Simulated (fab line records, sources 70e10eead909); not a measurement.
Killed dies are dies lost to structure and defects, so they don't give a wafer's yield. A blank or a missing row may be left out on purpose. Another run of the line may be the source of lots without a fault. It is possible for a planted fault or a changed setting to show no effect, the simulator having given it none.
Matching of chambers :: flow nand-harc :: 4 sister chambers for NHARC_P_BONDPAD_CMP_32 on cmp-03
The step polishes SiCN, target thk 200 nm. 18 wafers are shown with their chamber, then 9 later ones without.

## WAFERS, EACH WITH ITS CHAMBER
wafer: L074.1
chamber: 1
motor-current-A (A): 12.3
retaining-ring-pressure-frac: 1.001

wafer: L074.3
chamber: 0
motor-current-A (A): 10.1
retaining-ring-pressure-frac: 0.995

wafer: L074.5
chamber: 2
motor-current-A (A): 12.3
retaining-ring-pressure-frac: 0.991

wafer: L075.2
chamber: 1
motor-current-A (A): 11.9
retaining-ring-pressure-frac: 1.003

wafer: L075.3
chamber: 3
motor-current-A (A): 11.7
retaining-ring-pressure-frac: 1.002

wafer: L075.6
chamber: 2
motor-current-A (A): 12.9
retaining-ring-pressure-frac: 1.001

wafer: L077.3
chamber: 0
motor-current-A (A): 10.9
retaining-ring-pressure-frac: 0.993

wafer: L077.4
chamber: 3
motor-current-A (A): 12.3
retaining-ring-pressure-frac: 1.001

wafer: L077.5
chamber: 1
motor-current-A (A): 12.3
retaining-ring-pressure-frac: 0.996

wafer: L086.2
chamber: 2
motor-current-A (A): 13.2
retaining-ring-pressure-frac: 1.003

wafer: L086.4
chamber: 3
motor-current-A (A): 11.8
retaining-ring-pressure-frac: 1.003

wafer: L086.5
chamber: 2
motor-current-A (A): 12.7
retaining-ring-pressure-frac: 1.000

wafer: L088.2
chamber: 0
motor-current-A (A): 10.8
retaining-ring-pressure-frac: 0.999

wafer: L088.5
chamber: 0
motor-current-A (A): 11.0
retaining-ring-pressure-frac: 0.999

wafer: L088.6
chamber: 1
motor-current-A (A): 11.8
retaining-ring-pressure-frac: 0.996

wafer: L090.1
chamber: 0
motor-current-A (A): 11.0
retaining-ring-pressure-frac: 1.004

wafer: L090.2
chamber: 1
motor-current-A (A): 11.9
retaining-ring-pressure-frac: 0.993

wafer: L090.4
chamber: 3
motor-current-A (A): 11.8
retaining-ring-pressure-frac: 1.002

SIGNATURES, as means of the wafers listed above
reading: motor-current-A
chamber 0: 10.760
chamber 1: 12.040
chamber 2: 12.775
chamber 3: 11.900
scatter within a chamber: 0.322

reading: retaining-ring-pressure-frac
chamber 0: 0.99800
chamber 1: 0.99780
chamber 2: 0.99875
chamber 3: 1.00200
scatter within a chamber: 0.00401
Rule: distance of a wafer from a chamber = root of the sum over the readings of ((wafer's reading minus chamber's mean) / reading's scatter) squared. The wafer belongs to the nearest chamber; if the next one is less than 2 further off, it can't be placed. How the scatter is found: for the shown wafers, subtract from each reading the mean of its chamber, square and add these, divide the total by (wafers less chambers), then take the root.

## WAFERS WITHOUT THEIR CHAMBER
wafer: L092.1
motor-current-A (A): 12.6
retaining-ring-pressure-frac: 1.001

wafer: L092.2
motor-current-A (A): 13.1
retaining-ring-pressure-frac: 0.999

wafer: L092.4
motor-current-A (A): 11.1
retaining-ring-pressure-frac: 1.003

wafer: L095.2
motor-current-A (A): 13.2
retaining-ring-pressure-frac: 1.003

wafer: L095.4
motor-current-A (A): 12.7
retaining-ring-pressure-frac: 1.000

wafer: L095.5
motor-current-A (A): 13.0
retaining-ring-pressure-frac: 1.002

wafer: L096.1
motor-current-A (A): 11.7
retaining-ring-pressure-frac: 0.987

wafer: L096.4
motor-current-A (A): 12.5
retaining-ring-pressure-frac: 1.003

wafer: L096.5
motor-current-A (A): 11.1
retaining-ring-pressure-frac: 1.005

## THE CHAMBER EACH PASSED THROUGH
wafer: L092.1
from the rows above: can't be placed: 2 or 1 or 3
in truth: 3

wafer: L092.2
from the rows above: 2
in truth: 2

wafer: L092.4
from the rows above: can't be placed: 0 or 3 or 1
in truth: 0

wafer: L095.2
from the rows above: 2
in truth: 2

wafer: L095.4
from the rows above: can't be placed: 2 or 1
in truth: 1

wafer: L095.5
from the rows above: 2
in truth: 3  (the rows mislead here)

wafer: L096.1
from the rows above: can't be placed: 1 or 3 or 0 or 2
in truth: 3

wafer: L096.4
from the rows above: can't be placed: 2 or 3 or 1
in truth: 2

wafer: L096.5
from the rows above: can't be placed: 0 or 3 or 1
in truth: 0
Placed correctly: 2 of 9. Can't be placed from these rows: 6 (the true chamber is among the candidates in 6). Wrongly placed: 1.
